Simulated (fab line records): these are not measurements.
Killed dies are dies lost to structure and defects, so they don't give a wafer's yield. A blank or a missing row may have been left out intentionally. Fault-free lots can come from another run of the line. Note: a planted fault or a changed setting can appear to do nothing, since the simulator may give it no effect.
Chamber matching | flow n5_finfet | N5_BEOL_M10_ETCH_61 on rie_diel-06: 4 sister chambers
The step etches SiARC in CF4, target depth 39 nm, time 65 s. 8 wafers are shown with their chamber, then 9 later ones without.

== WAFERS PAIRED WITH THEIR CHAMBERS ==
wafer  | chamber | showerhead_plenum_p_Torr (Torr) | throttle_valve_pct (%)
L076.3 | 0       | 2.26                            | 15.39
L086.1 | 1       | 2.14                            | 15.48
L087.2 | 1       | 2.14                            | 15.50
L089.2 | 2       | 2.15                            | 15.87
L089.5 | 2       | 2.15                            | 15.87
L091.1 | 0       | 2.25                            | 15.43
L091.2 | 3       | 2.09                            | 15.25
L091.5 | 3       | 2.09                            | 15.25

== WAFERS WHOSE CHAMBER IS MISSING ==
wafer  | showerhead_plenum_p_Torr (Torr) | throttle_valve_pct (%)
L090.1 | 2.14                            | 15.89
L090.3 | 2.14                            | 15.50
L090.4 | 2.25                            | 15.42
L088.1 | 2.09                            | 15.27
L088.3 | 2.25                            | 15.43
L088.5 | 2.09                            | 15.26
L094.2 | 2.14                            | 15.90
L094.4 | 2.14                            | 15.51
L094.5 | 2.08                            | 15.27

== CHAMBER TAKEN BY EACH ==
wafer  | from the rows above | in truth
L090.1 | 2                   | 2
L090.3 | 1                   | 1
L090.4 | 0                   | 0
L088.1 | 3                   | 3
L088.3 | 0                   | 0
L088.5 | 3                   | 3
L094.2 | 2                   | 2
L094.4 | 1                   | 1
L094.5 | 3                   | 3
9 of 9 placed correctly. Not placeable from these rows: 0. Placed wrongly: 0.
How it was worked out, from the rows above alone: a wafer's distance from a chamber is the root of the sum, over the readings, of the square of ((its reading less the chamber's mean) divided by the reading's scatter). If the next closest chamber is less than 2 further off than the closest, the wafer can't be placed; otherwise it belongs to the closest. For every chamber, the mean is computed from those of its wafers that are shown. The scatter is the square root of a quotient: the sum, over the shown wafers, of each reading's squared deviation from its chamber's mean, divided by wafers minus chambers.
